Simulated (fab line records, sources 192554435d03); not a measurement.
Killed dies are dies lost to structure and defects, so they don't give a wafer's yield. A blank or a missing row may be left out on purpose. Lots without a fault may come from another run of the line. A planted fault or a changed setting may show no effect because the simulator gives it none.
fab line records | flow n5_finfet
record lots=6 wafers=18 last_day=17
route steps=1938 shown BEOL_M0@734 BEOL_M4@1111 PASSIVATION@1936
lots that met no fault: from a run of the same line without faults
start_h: hours from the record's first day to the start of the lot's first wafer shown | wait_h: hours since the lot's step before | " the same as in the row above | L1.1+2: a row that stands for several wafers | - no value, or no start given | * or withheld: withheld | < > ~ a bound
route shown NAME@n: a module of which the file shows steps, and the number in the route of the first | usual: mean/standard deviation of fault-free wafers | same: alike in all rows | chamber/n: place in a boat | sites: the reading at each site | _std_site: their standard deviation | _edge_site: outer sites' mean less inner sites' | radius_mm: how far each site lies from the wafer's centre | mask NAME#n: copy n | behind: the tool/chamber that last shaped the wafer | hold: why the lot was held/for how many hours/how that ended | device: the transistor (n, p or np) that didn't switch | end of line: the same wafers' tests at the end of the route | a step without rows: its recipe alone | killed: dies lost to structure and defects at the first sort, not the wafer's yield | map: a wafer's dies, x killed, . not, _ none there
set.NAME: the setting as run; set.NAME@STEP: as run at that earlier step | model.NAME: the simulator's own value behind a step, which no gauge read
lots at some steps of the route; a table a step, a row a wafer
services: from which hour (start_h, from the record's first day; less than 0 if before it) a tool's chamber was out of use, for how many hours, and why
## steps
# step N5_BEOL_M0_SPUTTER_116
# recipe material=Cu target_thk_a=40 temp_c=-20 chamber_pressure_pa=0.07 power_w=withheld time_s=7.37
# usual throttle_valve_pct=30.0/0.89
# columns lot.wafer tool chamber start_h wait_h throttle_valve_pct
L382.2 pvd_sputter-03 - 143.70 0.1 29.1
L382.4 " - " " 29.9
L382.6 " - " " 29.6
L384.2 pvd_sputter-03 - 149.46 0.1 29.8
L384.3 " - " " 30.0
L384.5 " - " " 29.9
L387.1 pvd_sputter-01 - 175.68 0.2 32.0
L387.2 " - " " 30.7
L387.6 " - " " 30.6
L393.2 pvd_sputter-03 - 209.81 0.1 30.0
L393.4 " - " " 30.1
L393.5 " - " " 30.3
L398.2 pvd_sputter-02 - 242.61 0.1 29.2
L398.3 " - " " 29.1
L398.5 " - " " 28.9
L400.1 pvd_sputter-03 - 260.01 0.1 29.2
L400.2 " - " " 30.2
L400.5 " - " " 31.6
# step N5_BEOL_M0_ANNEAL_117
# recipe temp_c=400 time_s=60 ambient=vacuum
# usual heater_power_w=872/70 susceptor_temp_C_max=401.1/0.35
# columns lot.wafer tool chamber start_h wait_h heater_power_w susceptor_temp_C_max
L382.2 pvd_sputter-03 - 143.78 0.0 848 401.0
L382.4 " - " " 814 401.0
L382.6 " - " " 798 400.9
L384.2 pvd_sputter-03 - 149.54 0.0 792 400.7
L384.3 " - " " 801 401.4
L384.5 " - " " 821 400.8
L387.1 pvd_sputter-01 - 175.76 0.0 855 401.0
L387.2 " - " " 890 400.5
L387.6 " - " " 907 400.6
L393.2 pvd_sputter-03 - 209.89 0.0 819 400.6
L393.4 " - " " 801 400.9
L393.5 " - " " 819 400.7
L398.2 pvd_sputter-02 - 242.69 0.0 776 401.4
L398.3 " - " " 851 401.1
L398.5 " - " " 856 401.2
L400.1 pvd_sputter-03 - 260.09 0.0 867 400.8
L400.2 " - " " 787 401.8
L400.5 " - " " 925 401.1
# step N5_BEOL_M0_SPUTTER_132
# recipe material=Cu target_thk_a=40 temp_c=-20 chamber_pressure_pa=0.07 power_w=withheld time_s=7.37
# usual throttle_valve_pct=30.0/0.91
# columns lot.wafer tool chamber start_h wait_h throttle_valve_pct
L382.2 pvd_sputter-03 - 143.82 0.0 29.2
L382.4 " - " " 30.2
L382.6 " - " " 29.6
L384.2 pvd_sputter-03 - 149.58 0.0 29.7
L384.3 " - " " 30.3
L384.5 " - " " 29.5
L387.1 pvd_sputter-01 - 175.80 0.0 31.7
L387.2 " - " " 30.5
L387.6 " - " " 30.8
L393.2 pvd_sputter-03 - 209.93 0.0 29.8
L393.4 " - " " 29.8
L393.5 " - " " 30.3
L398.2 pvd_sputter-02 - 242.73 0.0 29.2
L398.3 " - " " 28.9
L398.5 " - " " 29.1
L400.1 pvd_sputter-03 - 260.13 0.0 29.3
L400.2 " - " " 29.9
L400.5 " - " " 31.6
# step N5_BEOL_M0_ANNEAL_133
# recipe temp_c=400 time_s=60 ambient=vacuum
# step N5_BEOL_M0_SPUTTER_134
# recipe material=Cu target_thk_a=40 temp_c=-20 chamber_pressure_pa=0.07 power_w=withheld time_s=7.37
# step N5_BEOL_M0_ANNEAL_135
# recipe temp_c=400 time_s=60 ambient=vacuum
# usual heater_power_w=875/76 susceptor_temp_C_max=401.0/0.34
# columns lot.wafer tool chamber start_h wait_h heater_power_w susceptor_temp_C_max
L382.2 pvd_sputter-03 - 144.02 0.0 865 401.2
L382.4 " - " " 811 400.8
L382.6 " - " " 819 401.0
L384.2 pvd_sputter-03 - 149.78 0.0 821 400.8
L384.3 " - " " 799 400.8
L384.5 " - " " 817 400.6
L387.1 pvd_sputter-01 - 176.00 0.0 854 400.9
L387.2 " - " " 865 400.3
L387.6 " - " " 888 400.6
L393.2 pvd_sputter-03 - 210.13 0.0 812 400.3
L393.4 " - " " 795 401.3
L393.5 " - " " 827 400.9
L398.2 pvd_sputter-02 - 242.93 0.0 804 401.0
L398.3 " - " " 863 401.0
L398.5 " - " " 865 400.9
L400.1 pvd_sputter-03 - 260.33 0.0 864 400.9
L400.2 " - " " 794 400.8
L400.5 " - " " 945 401.0
# step N5_BEOL_M0_SPUTTER_141
# recipe material=Cu target_thk_a=40 temp_c=-20 chamber_pressure_pa=0.07 power_w=withheld time_s=7.37
# step N5_BEOL_M0_ECD_118
# recipe material=Cu target_thk_a=3000
# step N5_BEOL_M0_ANNEAL_119
# recipe temp_c=225 time_s=90 ambient=N2
# usual wafer_temp_C_max=226.0/0.36
# columns lot.wafer tool chamber start_h wait_h wafer_temp_C_max
L382.2 rtp_anneal-01 0 144.30 0.1 225.5
L382.4 " 0 " " 225.6
L382.6 " 0 " " 226.0
L384.2 rtp_anneal-01 0 150.62 0.7 226.6
L384.3 " 0 " " 226.0
L384.5 " 0 " " 225.9
L387.1 rtp_anneal-01 0 176.25 0.1 225.8
L387.2 " 0 " " 226.0
L387.6 " 0 " " 225.9
L393.2 rtp_anneal-02 0 210.41 0.1 226.3
L393.4 " 0 " " 226.6
L393.5 " 0 " " 227.1
L398.2 rtp_anneal-02 0 243.26 0.2 226.5
L398.3 " 0 " " 226.8
L398.5 " 0 " " 226.2
L400.1 rtp_anneal-01 0 260.56 0.1 225.9
L400.2 " 0 " " 225.6
L400.5 " 0 " " 225.7
# step N5_BEOL_M0_CMP_120
# recipe stop_on=SiOC t_overpolish_s=6.9 down_force_psi=1 platen_rpm=50 clearing_platen_down_force_psi=1.5 clearing_platen_rpm=50 post_cmp_clean=cu_alkaline clearing_platen_pad_velocity_m_s=0.99484 pad_velocity_m_s=0.99484
# step N5_BEOL_M0_PRE_CLEAN_131
# recipe gas=NH3/H2 time_s=15 temp_c=* rf_power_w=300
# step N5_BEOL_M0_CO_CAP_123
# recipe material=Co target_thk_a=20 temp_c=200 precursor=CCTBA/H2 pressure_torr=30 time_s=102.1
# usual heater_power_w=235/24 run_length_s=125.4/0.48
# columns lot.wafer tool chamber start_h wait_h heater_power_w run_length_s model.Co_of_BEOL_M0_CO_CAP_123.thk_nm
L382.2 cvd_co-02 2 144.92 0.0 212 125.9 2.2
L382.4 " 0 " " 262 125.5 2
L382.6 " 1 " " 216 125.1 2
L384.2 cvd_co-02 0 151.26 0.0 275 124.8 2
L384.3 " 2 " " 207 155.4 2.8
L384.5 " 0 " " 270 125.0 2
L387.1 cvd_co-02 0 176.92 0.0 273 125.2 2
L387.2 " 2 " " 217 155.3 2.8
L387.6 " 0 " " 274 125.2 2
L393.2 cvd_co-01 0 211.04 0.0 215 125.3 1.8
L393.4 " 1 " " 266 125.6 2
L393.5 " 2 " " 223 125.5 1.8
L398.2 cvd_co-01 1 243.90 0.0 270 124.8 2
L398.3 " 0 " " 221 125.7 2
L398.5 " 2 " " 229 125.8 2
L400.1 cvd_co-01 1 261.74 0.0 272 125.2 1.8
L400.2 " 2 " " 226 125.5 1.8
L400.5 " 0 " " 220 125.3 2
# step N5_BEOL_M0_PRE_CLEAN_124
# recipe gas=NH3 time_s=15 temp_c=withheld rf_power_w=300
# step N5_BEOL_M4_RC_MEAS_101
# usual DIBL_N=35.9/1.3 DIBL_P=35.9/1.6 IOFF_N=0.156/0.022 IOFF_P=0.205/0.023 ION_N=675/9 ION_P=463/5.6 SS_N=71.4/0.57 SS_P=73.1/0.52 VT_N=249.7/2.8 VT_P=-250.2/2.5
# columns lot.wafer tool chamber start_h wait_h DIBL_N[mV/V] DIBL_P[mV/V] IOFF_N[nA/um] IOFF_P[nA/um] ION_N[uA/um] ION_P[uA/um] SS_N[mV/dec] SS_P[mV/dec] VT_N[mV] VT_P[mV]
L382.2 prober-01 0 197.59 0.2 36.1 37.8 0.171 0.199 680 455 71.8 73.5 250.7 -252.6
L382.4 " 0 " " 35.2 36.3 0.154 0.180 678 463 71.2 72.9 251.4 -252.8
L382.6 " 0 " " 36.0 37.2 0.173 0.202 683 460 71.9 73.8 248.2 -251.9
L384.2 prober-02 0 199.94 0.2 33.1 33.5 0.113 0.175 666 466 71.0 72.9 256.7 -249.9
L384.3 " 0 " " 36.0 36.2 0.151 0.211 679 466 71.2 73.3 251.8 -249.5
L384.5 " 0 " " 33.5 33.2 0.120 0.171 663 457 71.6 72.5 256.4 -251.0
L387.1 prober-01 0 225.57 0.0 37.9 37.4 0.188 0.236 692 469 71.6 73.8 248.8 -246.2
L387.2 " 0 " " 35.0 34.0 0.141 0.190 678 467 70.9 72.8 251.5 -251.7
L387.6 " 0 " " 35.1 34.1 0.135 0.189 668 458 70.7 73.1 251.8 -250.8
L393.2 prober-01 0 258.29 0.2 35.4 35.6 0.153 0.177 673 460 71.6 73.5 250.0 -257.6
L393.4 " 0 " " 33.6 33.7 0.124 0.152 664 455 70.2 72.4 253.4 -254.0
L393.5 " 0 " " 35.7 36.0 0.155 0.181 676 458 71.3 73.0 251.8 -253.1
L398.2 prober-01 0 302.94 0.2 34.1 35.3 0.140 0.187 669 453 71.1 72.6 250.7 -250.7
L398.3 " 0 " " 32.8 34.4 0.122 0.172 664 456 71.0 72.3 252.6 -252.9
L398.5 " 0 " " 34.4 35.5 0.141 0.191 665 456 71.6 73.1 251.8 -251.7
L400.1 prober-01 0 314.14 0.0 35.4 34.5 0.134 0.196 669 466 71.3 72.6 251.3 -248.1
L400.2 " 0 " " 37.2 36.4 0.151 0.222 664 460 71.8 72.9 250.6 -248.3
L400.5 " 0 " " 35.4 34.5 0.128 0.197 669 471 71.4 72.8 253.1 -250.1
# step N5_PASSIVATION_PROBE_49
# usual defect_limited_yield=91.3/1.4 killed_at_M0_to_M3=35/11 killed_at_M4_up=14/5.4 killed_at_contacts=12/6.2 killed_at_front_end=38/11 killed_at_other=4.1/2.8 killed_dies=103/17 killed_open=66/13 killed_short=34/8.2 sort_bin_5_function=5.1/0.89 sort_bin_6_memory=3.3/0.72 sort_n_pass=1077/17 sort_yield_pct=91.3/1.4
# same gross_dies=1180 killed_at_back_side=0 sort_bin_4_leakage[%]=0 sort_bin_8_speed[%]=0
# columns lot.wafer tool chamber start_h wait_h defect_limited_yield[%] killed_at_M0_to_M3 killed_at_M4_up killed_at_contacts killed_at_front_end killed_at_other killed_dies killed_open killed_short sort_bin_5_function[%] sort_bin_6_memory[%] sort_n_pass sort_yield_pct[%]
L382.2 prober-01 - 294.27 0.7 90.2 32 6 17 51 10 116 76 34 5.6 3.8 1064 90.2
L382.4 prober-01 - 294.37 0.8 90.6 18 8 19 55 11 111 76 32 5.5 3.6 1069 90.6
L382.6 prober-01 - 294.47 0.9 91.1 27 11 12 47 8 105 66 33 4.7 3.7 1075 91.1
L384.2 prober-01 - 305.34 0.1 91.5 30 28 10 32 0 100 66 29 5.2 2.9 1080 91.5
L384.3 prober-01 - 305.39 0.1 91.1 28 10 15 49 3 105 58 45 5.9 2.6 1075 91.1
L384.5 prober-01 - 305.49 0.2 89.7 25 13 19 55 9 121 76 41 6.4 3.4 1059 89.7
L387.1 prober-01 - 334.77 0.0 93.1 23 9 16 28 5 81 47 32 3.7 3.1 1099 93.1
L387.2 prober-01 - 334.82 0.1 90.7 37 7 13 49 4 110 71 38 5.7 3.3 1070 90.7
L387.6 prober-01 - 335.02 0.3 92.6 28 10 12 34 3 87 54 31 4.5 2.7 1093 92.6
L393.2 prober-02 - 358.07 0.1 93.6 26 8 8 33 1 76 49 26 4.2 2.0 1104 93.6
L393.4 prober-02 - 358.17 0.2 91.4 34 8 14 42 3 101 59 40 4.5 3.6 1079 91.4
L393.5 prober-02 - 358.22 0.2 92.8 33 8 6 36 2 85 59 26 4.2 3.0 1095 92.8
L398.2 prober-01 - 410.47 0.1 92.1 42 10 14 25 2 93 47 45 5.0 2.5 1087 92.1
L398.3 prober-01 - 410.52 0.1 91.7 43 13 5 36 1 98 57 38 4.2 3.2 1082 91.7
L398.5 prober-01 - 410.62 0.2 91.5 45 5 2 48 0 100 65 33 5.2 2.9 1080 91.5
L400.1 prober-01 - 414.12 0.0 91.6 39 12 5 37 6 99 65 32 5.0 3.1 1081 91.6
L400.2 prober-01 - 414.17 0.1 92.1 28 25 13 25 2 93 66 27 4.7 2.7 1087 92.1
L400.5 prober-01 - 414.32 0.2 90.4 34 16 7 52 4 113 72 39 5.6 3.1 1067 90.4
# killed by level:class
L382.2 MOL_CONTACT_COAG:geometric_particle:open=15 DUMMY_GATE:geometric_particle:open=12 BEOL_M2:geometric_particle:open=12 FIN_SAQP:geometric_particle:short=9 FIN_SAQP:geometric_particle:open=5 BEOL_M0_SAQP:geometric_particle:open=5 ILD0:geometric_particle:short=4 BEOL_M2:geometric_particle:short=4
L382.4 STI_FIN_REVEAL:geometric_particle:open=18 MOL_CONTACT_COAG:geometric_particle:open=13 BEOL_M2:geometric_particle:open=7 GATE_CUT:geometric_particle:open=6 MOL_CONTACT_COAG:geometric_particle:short=6 DUMMY_GATE:geometric_particle:open=5 PAD_METAL:geometric_particle:open=5 ILD0:geometric_particle:short=4
L382.6 FIN_SAQP:geometric_particle:open=14 MOL_CONTACT_COAG:geometric_particle:open=11 BEOL_M2:geometric_particle:open=10 BEOL_M0_SAQP:geometric_particle:short=7 FIN_SAQP:geometric_particle:short=6 STI_FIN_REVEAL:geometric_particle:open=6 ILD0:geometric_particle:short=4 BEOL_M0_SAQP:geometric_particle:open=4
L384.2 BEOL_M4:geometric_particle:open=16 BEOL_M0_SAQP:geometric_particle:open=8 STI_FIN_REVEAL:geometric_particle:open=6 MOL_CONTACT_COAG:geometric_particle:open=6 BEOL_M0_SAQP:geometric_particle:short=6 BEOL_M1:geometric_particle:open=5 BEOL_M2:geometric_particle:open=5 BEOL_M6:geometric_particle:open=4
L384.3 FIN_SAQP:geometric_particle:short=10 MOL_CONTACT_COAG:geometric_particle:open=10 BEOL_M0_SAQP:geometric_particle:short=8 FIN_SAQP:geometric_particle:open=6 BEOL_M4:geometric_particle:open=6 MOL_CONTACT_COAG:geometric_particle:short=5 BEOL_M2:geometric_particle:open=5 STARTING-WAFER:geometric_particle:short=5
L384.5 MOL_CONTACT_COAG:geometric_particle:open=16 FIN_SAQP:geometric_particle:short=14 STI_FIN_REVEAL:geometric_particle:open=8 DUMMY_GATE:geometric_particle:open=8 FIN_SAQP:geometric_particle:open=7 BEOL_M1:geometric_particle:open=6 PASS1_CAP:geometric_particle:open=6 BEOL_M5:geometric_particle:open=5
L387.1 MOL_CONTACT_COAG:geometric_particle:open=11 FIN_SAQP:geometric_particle:open=9 BEOL_M0_SAQP:geometric_particle:short=6 MOL_CONTACT_COAG:geometric_particle:short=5 BEOL_M3:geometric_particle:open=5 BEOL_M3:geometric_particle:short=4 BEOL_M4:geometric_particle:open=4 FIN_SAQP:geometric_particle:short=3
L387.2 STI_FIN_REVEAL:geometric_particle:open=15 MOL_CONTACT_COAG:geometric_particle:open=11 BEOL_M0_SAQP:geometric_particle:open=10 FIN_SAQP:geometric_particle:open=9 GATE_CUT:geometric_particle:short=6 BEOL_M0_SAQP:geometric_particle:short=6 BEOL_M3:geometric_particle:short=6 BEOL_M1:geometric_particle:open=5
L387.6 FIN_SAQP:geometric_particle:short=12 MOL_CONTACT_COAG:geometric_particle:open=8 BEOL_M0_SAQP:geometric_particle:open=7 BEOL_M3:geometric_particle:open=6 BEOL_M4:geometric_particle:open=6 BEOL_M1:geometric_particle:open=5 MOL_CONTACT_COAG:geometric_particle:short=4 FIN_SAQP:geometric_particle:open=3
L393.2 FIN_SAQP:geometric_particle:short=8 STI_FIN_REVEAL:geometric_particle:open=7 FIN_SAQP:geometric_particle:open=6 BEOL_M2:geometric_particle:open=6 BEOL_M3:geometric_particle:open=5 MOL_CONTACT_COAG:geometric_particle:open=4 MOL_CONTACT_COAG:geometric_particle:short=4 BEOL_M1:geometric_particle:short=4
L393.4 BEOL_M2:geometric_particle:open=13 FIN_SAQP:geometric_particle:short=11 MOL_CONTACT_COAG:geometric_particle:open=10 FIN_SAQP:geometric_particle:open=9 GATE_CUT:geometric_particle:short=8 STI_FIN_REVEAL:geometric_particle:open=6 BEOL_M0_SAQP:geometric_particle:short=6 BEOL_M3:geometric_particle:open=4
L393.5 BEOL_M2:geometric_particle:open=12 FIN_SAQP:geometric_particle:short=10 BEOL_M3:geometric_particle:open=8 MOL_CONTACT_COAG:geometric_particle:open=6 STI_FIN_REVEAL:geometric_particle:open=5 BEOL_M0:geometric_particle:open=5 STI_FIN_REVEAL:geometric_particle:short=4 BEOL_M0_SAQP:geometric_particle:open=4
L398.2 BEOL_M0_SAQP:geometric_particle:short=21 MOL_CONTACT_COAG:geometric_particle:open=12 BEOL_M0_SAQP:geometric_particle:open=6 BEOL_M2:geometric_particle:short=5 BEOL_M3:geometric_particle:open=4 DUMMY_GATE:geometric_particle:open=4 STARTING-WAFER:geometric_particle:open=4 STI_FIN_REVEAL:geometric_particle:open=3
L398.3 BEOL_M0_SAQP:geometric_particle:short=14 BEOL_M0_SAQP:geometric_particle:open=9 DUMMY_GATE:geometric_particle:open=8 STI_FIN_REVEAL:geometric_particle:open=7 FIN_SAQP:geometric_particle:short=5 BEOL_M2:geometric_particle:short=5 BEOL_M3:geometric_particle:open=5 BEOL_M4:geometric_particle:open=5
L398.5 BEOL_M0_SAQP:geometric_particle:open=17 GATE_CUT:geometric_particle:short=9 FIN_SAQP:geometric_particle:open=8 BEOL_M0_SAQP:geometric_particle:short=7 BEOL_M3:geometric_particle:open=7 BEOL_M1:geometric_particle:open=5 STARTING-WAFER:geometric_particle:open=5 STI_FIN_REVEAL:geometric_particle:open=4
L400.1 BEOL_M0_SAQP:geometric_particle:short=14 FIN_SAQP:geometric_particle:open=12 BEOL_M0_SAQP:geometric_particle:open=12 BEOL_M3:geometric_particle:open=7 BEOL_M5:geometric_particle:open=5 BEOL_M4:geometric_particle:open=5 FIN_SAQP:geometric_particle:short=4 MOL_CONTACT_COAG:geometric_particle:open=4
L400.2 BEOL_M4:geometric_particle:open=15 MOL_CONTACT_COAG:geometric_particle:open=12 BEOL_M0_SAQP:geometric_particle:short=11 FIN_SAQP:geometric_particle:open=7 BEOL_M3:geometric_particle:open=7 BEOL_M0_SAQP:geometric_particle:open=6 ILD0:geometric_particle:short=4 BEOL_M5:geometric_particle:open=4
L400.5 FIN_SAQP:geometric_particle:open=16 BEOL_M0_SAQP:geometric_particle:open=10 BEOL_M0_SAQP:geometric_particle:short=9 ILD0:geometric_particle:open=7 STARTING-WAFER:geometric_particle:short=7 BEOL_M2:geometric_particle:open=6 FIN_SAQP:geometric_particle:short=5 STI_FIN_REVEAL:geometric_particle:open=5
## services
# columns tool chamber start_h hours kind
pvd_sputter-03 - 131.77 0.5 repair
pvd_sputter-03 - 135.06 2.9 repair
rtp_anneal-02 - 151.31 10.7 pm
cvd_co-02 1 213.85 10.7 repair
cvd_co-02 - 230.19 6.9 pm
cvd_co-02 - 245.69 0.2 repair
cvd_co-02 0 253.16 4.1 repair
cvd_co-02 - 259.70 28.1 pm
## key
first_sign step=N5_BEOL_M0_CO_CAP_123 reading=run_length_s direction=up sigmas=62 usual=* struck=*
effect none on later readings
model_effect step=N5_BEOL_M0_CO_CAP_123 value=Co_of_BEOL_M0_CO_CAP_123.thk_nm without=2.2 struck=2.8
met_at N5_BEOL_M0_CO_CAP_123
struck_wafers L384.3,L387.2
onset_between 144.92 151.26
fault kind=process_parameter_drift tool=cvd_co-02 chamber=2 onset_h=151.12 steps=N5_BEOL_M0_CO_CAP_123 channel=time_s offset=* shape=step end_h=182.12 acts_in=* stated=*
